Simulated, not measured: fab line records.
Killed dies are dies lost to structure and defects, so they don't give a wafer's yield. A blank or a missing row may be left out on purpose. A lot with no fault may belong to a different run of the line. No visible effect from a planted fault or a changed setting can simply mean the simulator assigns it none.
Lot-split experiment / flow n5_finfet / 21 wafers read across 7 lots, on a route 1938 steps long

== THE SPLIT ITSELF ==
At N5_BEOL_M0_SAQP_COAT_87 (time 60 s, resist thk 5 nm), the setting spin_rpm was moved away from the recipe's 1500 rpm on 9 of the 21 wafers read, by -9.1% to +9.0%. For the rest of the wafers, this setting stayed at what the recipe calls for.

== FROM THE SPLIT TO THE READING: what the file shows between them, 3 steps ==
- N5_BEOL_M0_SAQP_COAT_34: resist thk 30 nm
- N5_BEOL_M0_SAQP_EBR_36
- N5_BEOL_M0_SAQP_DESCUM_45: chemistry O2, time 7 s

== THE READING ==
etch.depth_nm (the simulator's own value, which no gauge read), in nm, at N5_BEOL_M0_SAQP_ETCH_88 (etches underlayer in N2/H2, target depth 6.5 nm, time 5.2 s). There is no usual value for it anywhere in the file. Average 4.990 nm, standard deviation 0.012 nm, over the 12 wafers here run with the recipe.

wafer=L076.1; tool, chamber at the split=litho_track-02, 0; spin_rpm as run, rpm=1500; against the recipe=recipe; etch.depth_nm, nm=4.98; against lot-mates on the recipe=-
wafer=L076.4; tool, chamber at the split=litho_track-02, 0; spin_rpm as run, rpm=1500; against the recipe=recipe; etch.depth_nm, nm=4.98; against lot-mates on the recipe=-
wafer=L076.6; tool, chamber at the split=litho_track-02, 0; spin_rpm as run, rpm=1500; against the recipe=recipe; etch.depth_nm, nm=4.984; against lot-mates on the recipe=-
wafer=L079.1; tool, chamber at the split=litho_track-02, 0; spin_rpm as run, rpm=1380; against the recipe=-8.0%; etch.depth_nm, nm=5.218; against lot-mates on the recipe=+0.219
wafer=L079.3; tool, chamber at the split=litho_track-02, 0; spin_rpm as run, rpm=1500; against the recipe=recipe; etch.depth_nm, nm=4.999; against lot-mates on the recipe=-
wafer=L079.6; tool, chamber at the split=litho_track-02, 0; spin_rpm as run, rpm=1380; against the recipe=-8.0%; etch.depth_nm, nm=5.216; against lot-mates on the recipe=+0.217
wafer=L080.1; tool, chamber at the split=litho_track-02, 0; spin_rpm as run, rpm=1500; against the recipe=recipe; etch.depth_nm, nm=4.982; against lot-mates on the recipe=-
wafer=L080.3; tool, chamber at the split=litho_track-02, 0; spin_rpm as run, rpm=1635; against the recipe=+9.0%; etch.depth_nm, nm=4.771; against lot-mates on the recipe=-0.211
wafer=L080.4; tool, chamber at the split=litho_track-02, 0; spin_rpm as run, rpm=1635; against the recipe=+9.0%; etch.depth_nm, nm=4.766; against lot-mates on the recipe=-0.216
wafer=L082.2; tool, chamber at the split=litho_track-04, 0; spin_rpm as run, rpm=1500; against the recipe=recipe; etch.depth_nm, nm=4.991; against lot-mates on the recipe=-
wafer=L082.3; tool, chamber at the split=litho_track-04, 0; spin_rpm as run, rpm=1601; against the recipe=+6.7%; etch.depth_nm, nm=4.837; against lot-mates on the recipe=-0.154
wafer=L082.5; tool, chamber at the split=litho_track-04, 0; spin_rpm as run, rpm=1601; against the recipe=+6.7%; etch.depth_nm, nm=4.845; against lot-mates on the recipe=-0.146
wafer=L086.2; tool, chamber at the split=litho_track-05, 0; spin_rpm as run, rpm=1500; against the recipe=recipe; etch.depth_nm, nm=4.997; against lot-mates on the recipe=-
wafer=L086.3; tool, chamber at the split=litho_track-05, 0; spin_rpm as run, rpm=1500; against the recipe=recipe; etch.depth_nm, nm=4.996; against lot-mates on the recipe=-
wafer=L086.5; tool, chamber at the split=litho_track-05, 0; spin_rpm as run, rpm=1500; against the recipe=recipe; etch.depth_nm, nm=5.005; against lot-mates on the recipe=-
wafer=L089.2; tool, chamber at the split=litho_track-02, 0; spin_rpm as run, rpm=1438; against the recipe=-4.1%; etch.depth_nm, nm=5.076; against lot-mates on the recipe=+0.112
wafer=L089.4; tool, chamber at the split=litho_track-02, 0; spin_rpm as run, rpm=1438; against the recipe=-4.1%; etch.depth_nm, nm=5.093; against lot-mates on the recipe=+0.129
wafer=L089.6; tool, chamber at the split=litho_track-02, 0; spin_rpm as run, rpm=1500; against the recipe=recipe; etch.depth_nm, nm=4.964; against lot-mates on the recipe=-
wafer=L090.1; tool, chamber at the split=litho_track-04, 0; spin_rpm as run, rpm=1363; against the recipe=-9.1%; etch.depth_nm, nm=5.258; against lot-mates on the recipe=+0.256
wafer=L090.5; tool, chamber at the split=litho_track-04, 0; spin_rpm as run, rpm=1500; against the recipe=recipe; etch.depth_nm, nm=4.997; against lot-mates on the recipe=-
wafer=L090.6; tool, chamber at the split=litho_track-04, 0; spin_rpm as run, rpm=1500; against the recipe=recipe; etch.depth_nm, nm=5.006; against lot-mates on the recipe=-

FIT RESULTS
A straight line over all 21 wafers: etch.depth_nm changes by -0.0258 nm for each +1% of spin_rpm; r = -0.99; the points scatter about the line by 0.016 nm.
The same after taking each lot's own level away (the mean of its wafers on the recipe; 21 wafers): -0.0254 nm for each +1%; r = -1.00; scatter 0.01 nm.
The reading moves by 0.23 nm for the largest change in spin_rpm, on that fit.
The lots' own levels span 4.9640 to 5.0015 nm, that is 3.2 times the standard deviation above.
The two slopes are in agreement: the lot-to-lot level therefore moves the slope only a little.
Check: +0.235 nm against its lot-mates is what the line predicts for one of the wafers moved furthest among these (-9.1%) when that wafer is left out of the fit. It came out at +0.256 nm against them.

== OTHER SPLITS APPLIED TO THESE WAFERS ==
Note: prior to the reading, these wafers also went through further splits. Each is held against what the fit with the lots' levels taken away leaves over:
other split on the same wafers=N5_BEOL_M0_SAQP_COAT_08 spin_rpm; wafers away from the commonest value=8; r with etch.depth_nm (lot level and that fit taken away)=-0.13
other split on the same wafers=N5_BEOL_M0_SAQP_SPACER2_ALD_26 target_thk_a; wafers away from the commonest value=8; r with etch.depth_nm (lot level and that fit taken away)=-0.53

== THE FILE'S OWN FIT ==
etch.depth_nm changes by -0.0258 nm for each +1% of spin_rpm, r = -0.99.
